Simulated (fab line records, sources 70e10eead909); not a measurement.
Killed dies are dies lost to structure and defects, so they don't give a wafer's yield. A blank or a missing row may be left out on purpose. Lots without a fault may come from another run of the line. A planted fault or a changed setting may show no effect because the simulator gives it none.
fab line records | flow nand_harc
record lots=5 wafers=15 last_day=31
route steps=1302 shown THIN_TSV@1268 END@1301
lots that met no fault: from a run of the same line without faults
start_h: hours from the record's first day to the start of the lot's first wafer shown | wait_h: hours since the lot's step before | " the same as in the row above | L1.1+2: a row that stands for several wafers | - no value, or no start given | * or withheld: withheld | < > ~ a bound
route shown NAME@n: a module of which the file shows steps, and the number in the route of the first | usual: mean/standard deviation of fault-free wafers | same: alike in all rows | chamber/n: place in a boat | sites: the reading at each site | _std_site: their standard deviation | _edge_site: outer sites' mean less inner sites' | radius_mm: how far each site lies from the wafer's centre | mask NAME#n: copy n | behind: the tool/chamber that last shaped the wafer | hold: why the lot was held/for how many hours/how that ended | device: the transistor (n, p or np) that didn't switch | end of line: the same wafers' tests at the end of the route | a step without rows: its recipe alone | killed: dies lost to structure and defects at the first sort, not the wafer's yield | map: a wafer's dies, x killed, . not, _ none there
set.NAME: the setting as run; set.NAME@STEP: as run at that earlier step | model.NAME: the simulator's own value behind a step, which no gauge read
lots at some steps of the route; a table a step, a row a wafer
services: from which hour (start_h, from the record's first day; less than 0 if before it) a tool's chamber was out of use, for how many hours, and why
## steps
# step NHARC_THIN_TSV_ETCHBACK_48
# recipe target_depth_a=10285 over_etch_frac=0.3 time_s=405.17 ion_energy_ev=250 c4f8_flow_sccm=withheld ar_flow_sccm=withheld rf_w=600 bias_w=300 chemistry=C4F8/Ar
# usual oes_product_au=0.935/0.026 rf_vpp_V=546.6/2.7
# same over_etch_frac=0.3
# columns lot.wafer tool chamber start_h wait_h oes_product_au rf_hours_counter_h rf_vpp_V
L076.3 rie_diel-10 2 570.28 - 0.947 9 547.1
L076.5 " 1 " " 0.925 - 544.7
L076.6 " 2 " " 0.940 - 546.3
L078.2 rie_diel-10 3 575.92 - 0.907 9 547.9
L078.4 " 1 " " 0.922 10 543.6
L078.6 " 3 " " 0.902 - 547.3
L079.2 rie_diel-10 2 584.45 - 0.930 10 545.7
L079.3 " 0 " " 0.917 9 542.0
L079.6 " 0 " " 0.917 - 541.4
L087.1 rie_diel-07 1 673.64 - 1.016 1 550.5
L087.3 " 3 " " 0.999 1 541.3
L087.6 " 2 " " 0.987 - 547.1
L091.4 rie_diel-10 3 733.09 - 0.896 9 548.3
L091.3 " 0 " " 0.905 10 540.5
L091.5 " 2 " " 0.929 - 546.8
# step NHARC_THIN_TSV_STRIP_62
# recipe power_w=1500 temp_c=250 time_s=20 chemistry=N2/H2
# usual drypump_motor_current_A=5.7/0.48 heater_power_w=316/14
# columns lot.wafer tool chamber start_h wait_h drypump_motor_current_A heater_power_w rf_hours_counter_h
L076.3 plasma_asher-01 1 570.65 - 5.5 333 -
L076.5 " 1 " " 5.5 334 -
L076.6 " 0 " " 5.9 304 -
L078.2 plasma_asher-02 0 576.24 - 4.9 297 30
L078.4 " 0 " " 5.0 290 -
L078.6 " 1 " " 6.5 313 -
L079.2 plasma_asher-01 0 584.90 - 5.9 321 11
L079.3 " 0 " " 5.9 305 -
L079.6 " 0 " " 5.9 308 -
L087.1 plasma_asher-01 1 674.02 - 5.5 339 27
L087.3 " 1 " " 5.5 339 -
L087.6 " 0 " " 6.0 315 -
L091.3 plasma_asher-02 0 733.46 - 5.0 295 -
L091.4 " 1 " " 6.5 313 -
L091.5 " 0 " " 5.0 295 -
# step NHARC_THIN_TSV_DEGAS_49
# recipe temp_c=300 time_s=120
# usual heater_power_w=472/48
# columns lot.wafer tool chamber start_h wait_h heater_power_w
L076.3 pvd_sputter-02 - 570.81 0.1 478
L076.6 " - " " 508
L076.5 " - " " 485
L078.4 pvd_sputter-02 - 576.43 0.1 473
L078.2 " - " " 463
L078.6 " - " " 505
L079.3 pvd_sputter-02 - 585.05 0.1 487
L079.2 " - " " 455
L079.6 " - " " 499
L087.3 pvd_sputter-03 - 674.17 0.1 400
L087.1 " - " " 485
L087.6 " - " " 386
L091.3 pvd_sputter-01 - 733.59 0.1 516
L091.4 " - " " 548
L091.5 " - " " 527
# step NHARC_THIN_TSV_PRE_CLEAN_50
# recipe time_s=30 temp_c=280 gas=H2/He
# usual heater_power_w=416/42
# columns lot.wafer tool chamber start_h wait_h heater_power_w
L076.3 pvd_sputter-02 - - - 419
L076.6 " - " " 418
L076.5 " - " " 419
L078.4 pvd_sputter-02 - - - 415
L078.2 " - " " 440
L078.6 " - " " 419
L079.3 pvd_sputter-02 - - - 456
L079.2 " - " " 411
L079.6 " - " " 419
L087.3 pvd_sputter-03 - 674.33 0.1 336
L087.1 " - " " 427
L087.6 " - " " 338
L091.3 pvd_sputter-01 - - - 486
L091.4 " - " " 393
L091.5 " - " " 370
# step NHARC_THIN_TSV_PVD_19
# recipe target_thk_a=200 chamber_pressure_pa=5 material=TaN
# usual throttle_valve_pct=29.6/0.92
# columns lot.wafer tool chamber start_h wait_h throttle_valve_pct
L076.3 pvd_sputter-02 - - - 29.8
L076.5 " - " " 31.6
L076.6 " - " " 29.5
L078.2 pvd_sputter-02 - - - 29.3
L078.4 " - " " 29.5
L078.6 " - " " 31.2
L079.3 pvd_sputter-02 - - - 29.5
L079.2 " - " " 31.5
L079.6 " - " " 28.6
L087.3 pvd_sputter-03 - 674.42 0.1 31.2
L087.1 " - " " 30.1
L087.6 " - " " 31.2
L091.4 pvd_sputter-01 - - - 28.6
L091.3 " - " " 29.3
L091.5 " - " " 29.1
# step NHARC_THIN_TSV_PVD_51
# recipe target_thk_a=1000 chamber_pressure_pa=5 material=Cu
# usual throttle_valve_pct=29.6/0.87
# columns lot.wafer tool chamber start_h wait_h throttle_valve_pct
L076.3 pvd_sputter-02 - - - 29.3
L076.5 " - " " 28.8
L076.6 " - " " 29.3
L078.2 pvd_sputter-02 - - - 29.3
L078.4 " - " " 31.4
L078.6 " - " " 29.4
L079.2 pvd_sputter-02 - - - 31.8
L079.3 " - " " 28.4
L079.6 " - " " 29.7
L087.1 pvd_sputter-03 - 674.68 0.2 31.2
L087.3 " - " " 30.0
L087.6 " - " " 30.5
L091.4 pvd_sputter-01 - - - 29.0
L091.3 " - " " 28.4
L091.5 " - " " 29.5
# step NHARC_THIN_TSV_ECD_20
# recipe target_thk_a=20000 material=Cu
# columns lot.wafer tool chamber start_h wait_h
L076.3+5+6 ecd_cu-02 0,1,0 571.54 -
L078.2+4+6 ecd_cu-01 1 576.87 -
L079.2+3+6 ecd_cu-02 1,1,0 585.51 -
L087.1+3+6 ecd_cu-02 0 674.84 -
L091.3+4+5 ecd_cu-02 0,1,0 734.24 -
# step NHARC_THIN_TSV_ANNEAL_52
# recipe temp_c=225 time_s=90
# usual wafer_temp_C_max=226.2/0.42
# columns lot.wafer tool chamber start_h wait_h wafer_temp_C_max
L076.3 rtp_anneal-01 0 572.07 0.4 225.6
L076.5 " 0 " " 226.1
L076.6 " 0 " " 226.1
L078.2 rtp_anneal-01 0 577.65 0.7 226.4
L078.4 " 0 " " 225.9
L078.6 " 0 " " 225.9
L079.2 rtp_anneal-01 0 586.29 0.7 226.2
L079.3 " 0 " " 226.3
L079.6 " 0 " " 226.2
L087.1 rtp_anneal-02 0 675.56 0.6 226.9
L087.3 " 0 " " 226.1
L087.6 " 0 " " 225.9
L091.3 rtp_anneal-01 0 734.86 0.5 225.8
L091.4 " 0 " " 225.7
L091.5 " 0 " " 225.7
# step NHARC_THIN_TSV_CMP_21
# recipe t_overpolish_s=30 target_thk_nm=2000
# usual motor_current_A=11.9/0.92 overpolish_run_s=29.999/0.0085
# columns lot.wafer tool chamber start_h wait_h motor_current_A overpolish_run_s
L076.3 cmp-02 0 572.34 - 11.0 29.987
L076.6 " 3 " " 13.5 29.995
L076.5 " 0 " " 10.6 29.995
L078.2 cmp-01 0 577.95 - 12.8 30.014
L078.4 " 3 " " 11.3 30.013
L078.6 " 0 " " 12.7 30.015
L079.3 cmp-03 2 586.59 - 12.1 29.996
L079.2 " 0 " " 11.9 29.996
L079.6 " 3 " " 11.6 29.999
L087.3 cmp-02 1 675.91 - 12.6 29.996
L087.1 " 3 " " 13.4 29.991
L087.6 " 2 " " 10.6 30.010
L091.4 cmp-01 2 735.13 - 10.8 30.011
L091.3 " 1 " " 12.5 29.993
L091.5 " 3 " " 11.3 29.987
# step NHARC_THIN_TSV_SRD_23
# columns lot.wafer tool chamber start_h wait_h
L076.5+6+3 wet_bench-10 5,6,7 572.68 0.0
L078.6+4+2 wet_bench-10 6,0,3 578.31 0.0
L079.6+2+3 wet_bench-10 0,1,3 586.95 0.0
L087.1+6+3 wet_bench-10 7,0,1 676.27 0.0
L091.5+3+4 wet_bench-08 4,5,6 735.50 0.0
# step NHARC_THIN_TSV_DEGAS_53
# recipe temp_c=300 time_s=60
# usual heater_power_w=467/49
# columns lot.wafer tool chamber start_h wait_h heater_power_w
L076.3 pvd_sputter-01 - 572.81 0.1 444
L076.6 " - " " 440
L076.5 " - " " 556
L078.2 pvd_sputter-01 - 578.41 0.1 554
L078.4 " - " " 528
L078.6 " - " " 570
L079.3 pvd_sputter-02 - 587.04 0.1 488
L079.2 " - " " 468
L079.6 " - " " 493
L087.1 pvd_sputter-01 - 676.39 0.1 414
L087.3 " - " " 449
L087.6 " - " " 533
L091.3 pvd_sputter-02 - 735.58 0.1 461
L091.4 " - " " 500
L091.5 " - " " 475
# step NHARC_THIN_TSV_PRE_CLEAN_54
# recipe time_s=30 temp_c=280 gas=H2/He
# usual heater_power_w=411/42
# columns lot.wafer tool chamber start_h wait_h heater_power_w
L076.3 pvd_sputter-01 - 572.86 0.0 387
L076.6 " - " " 467
L076.5 " - " " 389
L078.4 pvd_sputter-01 - 578.49 0.1 386
L078.2 " - " " 397
L078.6 " - " " 382
L079.2 pvd_sputter-02 - 587.13 0.1 431
L079.3 " - " " 415
L079.6 " - " " 440
L087.3 pvd_sputter-01 - 676.44 0.0 393
L087.1 " - " " 373
L087.6 " - " " 405
L091.4 pvd_sputter-02 - 735.67 0.1 439
L091.3 " - " " 421
L091.5 " - " " 427
# step NHARC_THIN_TSV_PVD_55
# recipe target_thk_a=500 material=TiN
# columns lot.wafer tool chamber start_h wait_h
L076.3+6+5 pvd_sputter-01 - 572.95 0.1
L078.2+4+6 pvd_sputter-01 - 578.57 0.1
L079.2+3+6 pvd_sputter-02 - 587.22 0.1
L087.1+3+6 pvd_sputter-01 - 676.52 0.0
L091.3+4+5 pvd_sputter-02 - 735.76 0.1
# step NHARC_THIN_TSV_PVD_24
# recipe target_thk_a=8000 power_w=withheld chamber_pressure_pa=withheld substrate_temp_c=withheld time_s=withheld gas=Ar material=Al
# columns lot.wafer tool chamber start_h wait_h
L076.3+6+5 pvd_sputter-01 - 573.08 0.1
L078.4+2+6 pvd_sputter-01 - 578.70 0.1
L079.3+2+6 pvd_sputter-02 - 587.35 0.1
L087.3+1+6 pvd_sputter-01 - 676.67 0.1
L091.3+4+5 pvd_sputter-02 - 735.89 0.1
# step NHARC_THIN_TSV_DEHYDRATE_25
# recipe temp_c=150 time_s=120
# columns lot.wafer tool chamber start_h wait_h
L076.3+5+6 litho_track-02 0 573.49 -
L078.2+4+6 litho_track-03 0 579.12 -
L079.2+3+6 litho_track-03 0 587.76 -
L087.1+3+6 litho_track-02 0 677.08 -
L091.3+4+5 litho_track-02 0 736.30 -
# step NHARC_THIN_TSV_HMDS_26
# recipe time_s=30
# columns lot.wafer tool chamber start_h wait_h
L076.3+5+6 litho_track-02 0 - -
L078.2+4+6 litho_track-03 0 - -
L079.2+3+6 litho_track-03 0 - -
L087.1+3+6 litho_track-02 0 - -
L091.3+4+5 litho_track-02 0 - -
# step NHARC_THIN_TSV_COAT_27
# recipe spin_rpm=*
# columns lot.wafer tool chamber start_h wait_h
L076.3+5+6 litho_track-02 0 - -
L078.2+4+6 litho_track-03 0 - -
L079.2+3+6 litho_track-03 0 - -
L087.1+3+6 litho_track-02 0 - -
L091.3+4+5 litho_track-02 0 - -
# step NHARC_THIN_TSV_SOFTBAKE_28
# recipe temp_c=122 time_s=95
# columns lot.wafer tool chamber start_h wait_h
L076.3+5+6 litho_track-02 0 - -
L078.2+4+6 litho_track-03 0 - -
L079.2+3+6 litho_track-03 0 - -
L087.1+3+6 litho_track-02 0 - -
L091.3+4+5 litho_track-02 0 - -
# step NHARC_THIN_TSV_EBR_29
# columns lot.wafer tool chamber start_h wait_h
L076.3+5+6 litho_track-02 0 - -
L078.2+4+6 litho_track-03 0 - -
L079.2+3+6 litho_track-03 0 - -
L087.1+3+6 litho_track-02 0 - -
L091.3+4+5 litho_track-02 0 - -
# step NHARC_THIN_TSV_EXPOSE_30
# recipe na=0.55 dose_mj=11.47 mask_id=PAD
# columns lot.wafer tool chamber start_h wait_h mask
L076.3+5+6 krf_scanner-04 0 573.77 - PAD#0
L078.2+4+6 krf_scanner-04 0 579.27 - PAD#0
L079.2+3+6 krf_scanner-02 0 588.04 - PAD#0
L087.1+3+6 krf_scanner-04 0 677.35 - PAD#0
L091.3+4+5 krf_scanner-04 0 736.58 - PAD#0
# step NHARC_THIN_TSV_PEB_31
# recipe peb_temp_c=118 peb_time_s=85
# columns lot.wafer tool chamber start_h wait_h
L076.3+5+6 litho_track-03 0 573.82 0.1
L078.2+4+6 litho_track-07 0 579.33 0.1
L079.2+3+6 litho_track-03 0 588.10 0.1
L087.1+3+6 litho_track-02 0 677.42 0.1
L091.3+4+5 litho_track-07 0 736.64 0.1
# step NHARC_THIN_TSV_DEVELOP_32
# recipe time_s=70
# columns lot.wafer tool chamber start_h wait_h
L076.3+5+6 litho_track-03 0 - -
L078.2+4+6 litho_track-07 0 - -
L079.2+3+6 litho_track-03 0 - -
L087.1+3+6 litho_track-02 0 - -
L091.3+4+5 litho_track-07 0 - -
# step NHARC_THIN_TSV_CD_MEAS_33
# recipe target_cd_nm=5000 landing_energy_ev=500
# usual cd_nm=4999.6/2.6
# columns lot.wafer tool chamber start_h wait_h cd_nm
L076.3 cd_sem-03 0 573.92 - 5000.7
L076.5 " 0 " " 5001.2
L076.6 " 0 " " 4996.6
L078.2 cd_sem-03 0 579.42 - 4998.8
L078.4 " 0 " " 5000.2
L078.6 " 0 " " 4999.0
L079.2 cd_sem-03 0 588.19 - 5001.1
L079.3 " 0 " " 4996.4
L079.6 " 0 " " 4998.5
L087.1 cd_sem-03 0 677.51 - 4999.8
L087.3 " 0 " " 4996.0
L087.6 " 0 " " 4999.1
L091.3 cd_sem-02 0 736.73 - 5000.1
L091.4 " 0 " " 5002.2
L091.5 " 0 " " 5001.6
# step NHARC_THIN_TSV_HARDBAKE_34
# recipe temp_c=125 time_s=80
# columns lot.wafer tool chamber start_h wait_h
L076.3+5+6 litho_track-03 0 574.00 -
L078.2+4+6 litho_track-03 0 579.50 -
L079.2+3+6 litho_track-07 0 588.28 -
L087.1+3+6 litho_track-07 0 677.59 -
L091.3+4+5 litho_track-02 0 736.81 -
# step NHARC_THIN_TSV_DESCUM_35
# recipe time_s=3 o2_flow_sccm=200 ar_flow_sccm=0 bias_power_w=0 chemistry=O2
# usual drypump_motor_current_A=5.5/0.4 o2_flow_sccm=200.0/0.58 oes_product_au=0.999/0.015 rf_vpp_V=57.8/0.8 showerhead_plenum_p_Torr=1.90/0.072 throttle_valve_pct=11.310/0.0095
# columns lot.wafer tool chamber start_h wait_h drypump_motor_current_A o2_flow_sccm oes_product_au rf_hours_counter_h rf_vpp_V showerhead_plenum_p_Torr throttle_valve_pct
L076.3 rie_diel-10 1 574.09 - 5.3 200.2 0.987 10 59.1 1.84 11.312
L076.6 " 0 " " 4.9 199.8 0.985 - 58.2 1.79 11.292
L076.5 " 1 " " 5.3 200.1 1.001 - 57.4 1.84 11.308
L078.4 rie_diel-03 3 579.59 - 5.6 199.8 0.996 5 57.5 1.98 11.310
L078.2 " 1 " " 5.2 199.3 1.021 5 57.0 1.93 11.314
L078.6 " 2 " " 6.1 200.3 1.006 - 56.7 1.96 11.304
L079.3 rie_diel-10 3 588.35 - 5.5 200.3 0.975 9 57.2 1.95 11.299
L079.2 " 2 " " 5.0 200.4 1.019 10 56.5 1.88 11.295
L079.6 " 0 " " 4.9 200.4 0.990 - 58.1 1.79 11.313
L087.1 rie_diel-03 3 677.67 - 5.6 200.1 1.007 2 58.2 1.98 11.332
L087.3 " 2 " " 6.0 200.4 1.009 1 59.4 1.95 11.307
L087.6 " 0 " " 5.6 200.6 0.989 - 59.7 1.90 11.295
L091.4 rie_diel-10 1 736.90 - 5.3 200.2 1.002 10 57.9 1.84 11.302
L091.3 " 2 " " 5.0 200.1 1.004 10 57.8 1.88 11.310
L091.5 " 0 " " 4.9 199.5 0.974 - 58.3 1.78 11.310
# step NHARC_THIN_TSV_ETCH_59
# recipe target_depth_a=8800 icp_w=900 bias_w=100 Cl2_flow_sccm=60 bcl3_flow_sccm=30 time_s=138.1 chemistry=Cl2/BCl3
# usual drypump_motor_current_A=5.9/0.36 oes_product_au=1.000/0.013 throttle_valve_pct=22.264/0.0086
# columns lot.wafer tool chamber start_h wait_h drypump_motor_current_A oes_product_au rf_hours_counter_h throttle_valve_pct
L076.3 rie_metal-03 1 574.27 0.2 5.3 1.001 - 22.260
L076.6 " 1 " " 5.3 0.990 - 22.258
L076.5 " 0 " " 6.0 0.978 - 22.258
L078.2 rie_metal-03 1 579.70 0.1 5.3 0.996 1.1 22.270
L078.4 " 1 " " 5.3 1.002 - 22.273
L078.6 " 1 " " 5.3 0.997 - 22.279
L079.2 rie_metal-02 1 588.48 0.1 6.4 0.995 2.2 22.269
L079.3 " 1 " " 6.5 1.000 - 22.259
L079.6 " 1 " " 6.4 1.003 - 22.268
L087.1 rie_metal-01 0 677.80 0.1 6.1 1.017 1.7 22.263
L087.3 " 1 " " 5.7 0.978 - 22.261
L087.6 " 1 " " 5.7 0.967 - 22.274
L091.4 rie_metal-03 0 737.09 0.2 5.9 0.997 - 22.277
L091.3 " 1 " " 5.3 1.011 - 22.268
L091.5 " 1 " " 5.3 0.998 - 22.271
# step NHARC_THIN_TSV_ETCH_36
# recipe target_depth_a=650 over_etch_frac=0.3 time_s=18.571 ion_energy_ev=150 chemistry=Cl2/BCl3
# usual drypump_motor_current_A=5.9/0.36 oes_product_au=1.001/0.012
# same over_etch_frac=0.3
# columns lot.wafer tool chamber start_h wait_h drypump_motor_current_A oes_product_au rf_hours_counter_h
L076.3 rie_metal-03 1 574.48 0.2 5.3 1.001 -
L076.6 " 0 " " 6.0 1.004 -
L076.5 " 1 " " 5.3 1.007 -
L078.2 rie_metal-03 0 579.97 0.2 6.0 1.001 1.2
L078.4 " 1 " " 5.3 1.006 -
L078.6 " 1 " " 5.3 1.003 -
L079.2 rie_metal-02 1 588.74 0.2 6.4 0.999 2.3
L079.3 " 1 " " 6.4 0.999 -
L079.6 " 1 " " 6.4 1.004 -
L087.1 rie_metal-01 0 678.06 0.2 6.1 1.016 1.8
L087.3 " 0 " " 6.1 1.016 -
L087.6 " 1 " " 5.7 0.980 -
L091.3 rie_metal-03 0 737.29 0.1 5.9 1.003 -
L091.4 " 1 " " 5.3 1.002 -
L091.5 " 1 " " 5.3 1.005 -
# step NHARC_THIN_TSV_STRIP_56
# recipe power_w=1500 temp_c=250 chemistry=O2
# usual drypump_motor_current_A=5.7/0.54 heater_power_w=314/14
# columns lot.wafer tool chamber start_h wait_h drypump_motor_current_A heater_power_w rf_hours_counter_h
L076.3 plasma_asher-01 0 574.70 0.2 5.9 313 -
L076.5 " 1 " " 5.5 326 -
L076.6 " 0 " " 6.0 315 -
L078.2 plasma_asher-02 1 580.06 0.1 6.5 318 31
L078.4 " 1 " " 6.5 319 -
L078.6 " 1 " " 6.5 317 -
L079.2 plasma_asher-02 1 588.84 0.1 6.5 314 33
L079.3 " 1 " " 6.5 316 -
L079.6 " 0 " " 5.0 296 -
L087.1 plasma_asher-01 0 678.20 0.1 5.9 315 27
L087.3 " 0 " " 5.9 312 -
L087.6 " 0 " " 5.9 317 -
L091.3 plasma_asher-01 1 737.47 0.2 5.5 334 -
L091.4 " 0 " " 5.9 309 -
L091.5 " 0 " " 5.9 306 -
# step NHARC_THIN_TSV_STRIP_57
# recipe time_s=1200 temp_c=72.5 chemistry=post_etch_residue_remover
# columns lot.wafer tool chamber start_h wait_h
L076.6+3+5 wet_bench-08 3,5,7 574.91 0.1
L078.4+2+6 wet_bench-08 7,2,3 580.42 0.2
L079.2+3+6 wet_bench-10 0,1,2 589.23 0.3
L087.3+1+6 wet_bench-08 1,2,3 678.52 0.2
L091.4+5+3 wet_bench-08 5,1,2 737.72 0.2
# step NHARC_THIN_TSV_CD_MEAS_37
# usual cd_nm=5000/3.9
# columns lot.wafer tool chamber start_h wait_h cd_nm
L076.3 cd_sem-03 - 575.35 - 5000
L076.5 " - " " 4999
L076.6 " - " " 4991
L078.2 cd_sem-03 - 580.85 - 4994
L078.4 " - " " 4997
L078.6 " - " " 4997
L079.2 cd_sem-03 - 589.65 - 5003
L079.3 " - " " 4996
L079.6 " - " " 4994
L087.1 cd_sem-02 - 678.95 - 4999
L087.3 " - " " 4998
L087.6 " - " " 5001
L091.3 cd_sem-03 - 738.17 - 4998
L091.4 " - " " 4998
L091.5 " - " " 4998
# step NHARC_THIN_TSV_ANNEAL_58
# recipe temp_c=400 time_s=1800
# columns lot.wafer tool chamber start_h wait_h
L076.3+5+6 furnace-01 0 578.56 3.2
L078.2+4+6 furnace-07 0 582.43 1.6
L079.2+3+6 furnace-01 0 592.92 3.3
L087.1+3+6 furnace-01 0 685.23 6.3
L091.3+4+5 furnace-07 0 741.24 3.1
# step NHARC_THIN_TSV_INSPECT_40
# usual raw_defect_count=552/110
# columns lot.wafer tool chamber start_h wait_h raw_defect_count
L076.3 defect_inspect-02 - 580.00 0.4 502
L076.5 " - " " 516
L076.6 " - " " 506
L078.2 defect_inspect-01 - 583.85 0.4 659
L078.4 " - " " 526
L078.6 " - " " 543
L079.2 defect_inspect-02 - 594.37 0.4 534
L079.3 " - " " 526
L079.6 " - " " 523
L087.1 defect_inspect-01 - 686.69 0.4 459
L087.3 " - " " 454
L087.6 " - " " 433
L091.3 defect_inspect-02 - 742.68 0.4 689
L091.4 " - " " 778
L091.5 " - " " 633
# step NHARC_END_WLT_00
# usual VT_DECK1_BOTTOM=0.869/0.0076 VT_DECK1_BOTTOM_INNER=0.870/0.0074 VT_DECK1_MEDIAN_NEAR_BOTTOM=0.871/0.0069 VT_DECK1_MEDIAN_NEAR_BOTTOM_INNER=0.870/0.0079 VT_DECK1_MIDDLE=0.883/0.0069 VT_DECK1_MIDDLE_INNER=0.883/0.0072 VT_DECK1_TOP=0.894/0.007 VT_DECK1_TOP_INNER=0.895/0.0069 VT_DECK2_BOTTOM=0.873/0.0091 VT_DECK2_BOTTOM_INNER=0.872/0.0088 VT_DECK2_MEDIAN_NEAR_BOTTOM=0.874/0.0088 VT_DECK2_MEDIAN_NEAR_BOTTOM_INNER=0.875/0.0085 VT_DECK2_MIDDLE=0.885/0.0078 VT_DECK2_MIDDLE_INNER=0.886/0.0082 VT_DECK2_TOP=0.896/0.0078 VT_DECK2_TOP_INNER=0.896/0.0076
# columns lot.wafer tool chamber start_h wait_h VT_DECK1_BOTTOM VT_DECK1_BOTTOM_INNER VT_DECK1_MEDIAN_NEAR_BOTTOM VT_DECK1_MEDIAN_NEAR_BOTTOM_INNER VT_DECK1_MIDDLE VT_DECK1_MIDDLE_INNER VT_DECK1_TOP VT_DECK1_TOP_INNER VT_DECK2_BOTTOM VT_DECK2_BOTTOM_INNER VT_DECK2_MEDIAN_NEAR_BOTTOM VT_DECK2_MEDIAN_NEAR_BOTTOM_INNER VT_DECK2_MIDDLE VT_DECK2_MIDDLE_INNER VT_DECK2_TOP VT_DECK2_TOP_INNER
L076.3 prober-02 - 581.07 1.1 0.873 0.874 0.880 0.881 0.884 0.884 0.890 0.895 0.884 0.868 0.885 0.874 0.888 0.888 0.885 0.890
L076.5 " - 582.07 2.1 0.864 0.868 0.867 0.859 0.878 0.883 0.886 0.891 0.871 0.874 0.875 0.875 0.879 0.890 0.890 0.893
L076.6 " - " " 0.868 0.873 0.873 0.878 0.889 0.880 0.895 0.889 0.866 0.870 0.865 0.865 0.877 0.885 0.899 0.893
L078.2 prober-01 - 592.21 8.4 0.868 0.873 0.874 0.872 0.887 0.888 0.904 0.896 0.887 0.884 0.894 0.891 0.904 0.894 0.911 0.906
L078.4 " - 593.21 9.4 0.884 0.877 0.877 0.880 0.894 0.887 0.899 0.903 0.887 0.895 0.885 0.888 0.897 0.894 0.906 0.915
L078.6 " - 594.21 10.4 0.877 0.880 0.879 0.878 0.896 0.895 0.897 0.908 0.879 0.887 0.881 0.884 0.896 0.899 0.907 0.909
L079.2 prober-02 - 596.22 1.8 0.878 0.883 0.874 0.877 0.883 0.882 0.893 0.892 0.870 0.873 0.877 0.869 0.886 0.882 0.893 0.895
L079.3 " - " " 0.878 0.873 0.881 0.877 0.878 0.885 0.901 0.897 0.861 0.858 0.868 0.872 0.879 0.881 0.898 0.893
L079.6 " - 598.21 3.8 0.874 0.882 0.881 0.877 0.882 0.883 0.894 0.899 0.869 0.868 0.868 0.871 0.884 0.890 0.897 0.897
L087.1 prober-01 - 686.74 0.0 0.874 0.871 0.869 0.881 0.889 0.883 0.893 0.893 0.868 0.865 0.867 0.865 0.883 0.876 0.887 0.899
L087.3 " - " " 0.867 0.876 0.864 0.858 0.875 0.876 0.885 0.885 0.862 0.872 0.878 0.873 0.882 0.887 0.894 0.892
L087.6 " - 689.22 2.5 0.870 0.865 0.871 0.867 0.878 0.884 0.894 0.892 0.877 0.873 0.868 0.870 0.882 0.877 0.892 0.892
L091.3 prober-01 - 743.75 1.1 0.871 0.871 0.880 0.875 0.887 0.885 0.889 0.899 0.879 0.871 0.865 0.868 0.878 0.870 0.892 0.882
L091.4 " - " " 0.871 0.869 0.875 0.871 0.884 0.883 0.897 0.893 0.853 0.856 0.853 0.854 0.875 0.871 0.882 0.885
L091.5 " - " " 0.874 0.871 0.870 0.867 0.894 0.878 0.897 0.893 0.862 0.868 0.869 0.863 0.877 0.871 0.888 0.884
## services
# columns tool chamber start_h hours kind
rie_metal-03 - 552.98 1.6 repair
pvd_sputter-01 - 563.32 2.0 repair
pvd_sputter-01 - 570.16 1.2 repair
krf_scanner-04 - 574.95 0.6 repair
litho_track-02 - 577.00 7.0 pm
pvd_sputter-01 - 582.62 10.0 pm
ecd_cu-02 - 596.00 8.0 pm
rie_diel-10 - 596.50 9.0 pm
litho_track-07 - 601.00 7.0 pm
krf_scanner-04 - 602.76 0.8 repair
plasma_asher-02 - 603.21 9.0 pm
litho_track-03 - 625.00 7.0 pm
plasma_asher-01 - 632.56 10.5 repair
pvd_sputter-02 - 638.02 10.0 pm
wet_bench-08 - 646.40 8.0 pm
pvd_sputter-01 - 648.59 1.1 repair
krf_scanner-04 - 650.31 0.2 repair
wet_bench-10 - 663.20 8.0 pm
pvd_sputter-02 - 663.24 1.0 repair
pvd_sputter-01 - 678.05 0.8 repair
rie_diel-10 2 681.25 6.6 repair
plasma_asher-01 - 696.00 9.0 pm
rie_metal-03 - 696.00 9.0 pm
plasma_asher-01 - 731.01 3.0 repair
## key
fault none
